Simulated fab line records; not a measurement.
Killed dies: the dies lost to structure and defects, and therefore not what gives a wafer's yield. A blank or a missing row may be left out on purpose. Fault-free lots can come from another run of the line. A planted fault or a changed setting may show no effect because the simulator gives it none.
The same fault as seen by 2 desks / flow n5-finfet / what lay behind the numbers comes last; until then each desk has only its own

FROM THE METROLOGY DESK
Lot by lot, what the gauges showed, no matter which tool ran the lot: averages of those sampled wafers that carry a number. A lot is out of limits, marked OUT, if its mean lies more than 4 standard deviations from the usual mean; the brackets give that distance. Shown here are 7 of its 12 readings, the ones lying furthest out on some lot.
Columns: A = M4_ILD_THK at N5_BEOL_M4_THK_MEAS_01, usual 79.0 nm; B = M4_OVL at N5_BEOL_M4_OVL_MEAS_12, usual 0.2 nm; C = DIBL_N at N5_BEOL_M4_RC_MEAS_101, usual 36.0 mV/V; D = DIBL_P at N5_BEOL_M4_RC_MEAS_101, usual 36.2 mV/V; E = ION_P at N5_BEOL_M4_RC_MEAS_101, usual 461 uA/um; F = SS_N at N5_BEOL_M4_RC_MEAS_101, usual 71.5 mV/dec; G = VT_P at N5_BEOL_M4_RC_MEAS_101, usual -250 mV
lot=L453; first seen here=day 8 08:40; A=79.1; B=-0.3; C=33.9; D=35.7; E=449; F=71.9; G=-253
lot=L454; first seen here=day 8 09:03; A=78.6; B=1.0; C=37.0; D=36.7; E=461; F=72.1; G=-247
lot=L455; first seen here=day 9 04:43; A=79.8; B=0.3; C=35.2; D=37.6; E=458; F=71.6; G=-248
lot=L456; first seen here=day 9 11:57; A=80.1; B=0.1; C=38.0; D=39.1; E=460; F=72.5; G=-250
lot=L458; first seen here=day 9 13:43; A=80.4; B=-0.3; C=35.3; D=35.2; E=461; F=71.2; G=-252
lot=L460; first seen here=day 9 17:17; A=79.6; B=0.0; C=35.7; D=34.8; E=453; F=71.4; G=-257
lot=L461; first seen here=day 9 21:04; A=79.9; B=0.5; C=35.3; D=36.5; E=468; F=71.6; G=-249
lot=L464; first seen here=day 11 10:14; A=78.6; B=-0.5; C=39.2; D=38.0; E=468; F=72.0; G=-248
lot=L467; first seen here=day 11 20:08; A=80.2; B=0.1; C=35.3; D=36.3; E=466; F=71.6; G=-249
lot=L471; first seen here=day 12 10:12; A=78.8; B=0.2; C=33.6; D=32.9; E=452; F=70.9; G=-253
lot=L474; first seen here=day 13 06:04; A=77.9; B=-0.1; C=38.1; D=37.8; E=462; F=72.0; G=-247
This desk found nothing out of limits on any of the 11 lots.

AT THE TOOL OWNER'S DESK: litho-track-04
The tool's own readings at N5_BEOL_M4_COAT_73 (time 60 s, resist thk 5 nm): means of the sampled wafers that have a number, for each lot that ran on this tool. A lot is out of limits, marked OUT, if its mean lies more than 4 standard deviations from the usual mean; the brackets give that distance.
Columns: A = exhaust-pa at N5_BEOL_M4_COAT_73, usual 44.9 Pa; B = spin-speed-rpm at N5_BEOL_M4_COAT_73, usual 1500.2 rpm
lot=L453; first seen here=day 8 08:54; A=44.8; B=1500.8
lot=L456; first seen here=day 9 12:41; A=43.9; B=1500.7
lot=L458; first seen here=day 9 14:06; A=44.7; B=1500.9
lot=L467; first seen here=day 11 21:35; A=44.3; B=1499.5
lot=L471; first seen here=day 12 12:07; A=44.4; B=1641.9 (+99 or more) OUT
lot=L474; first seen here=day 13 07:32; A=45.6; B=1641.2 (+99 or more) OUT
Finding of this desk: L471, L474 out of limits; the first was L471 at day 12 12:07, on spin-speed-rpm at N5_BEOL_M4_COAT_73. In limits: L453, L456, L458, L467.

PUT TOGETHER
An alarm could have come from the tool owner's desk at day 12 12:07, on L471, L474.
From the metrology desk's view, nothing was out of limits.
The metrology desk has L471, L474 on record, within its limits.
Every lot named ran N5_BEOL_M4_COAT_73 on litho-track-04.

WHAT HAD BEEN PUT IN BY THE SIMULATOR
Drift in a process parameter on litho-track-04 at N5_BEOL_M4_COAT_73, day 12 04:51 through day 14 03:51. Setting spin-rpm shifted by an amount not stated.
Shown lots that were struck: L471, L474.
How many hours passed from the start of the fault until each desk's first out-of-limits reading: the tool owner's desk, 7.
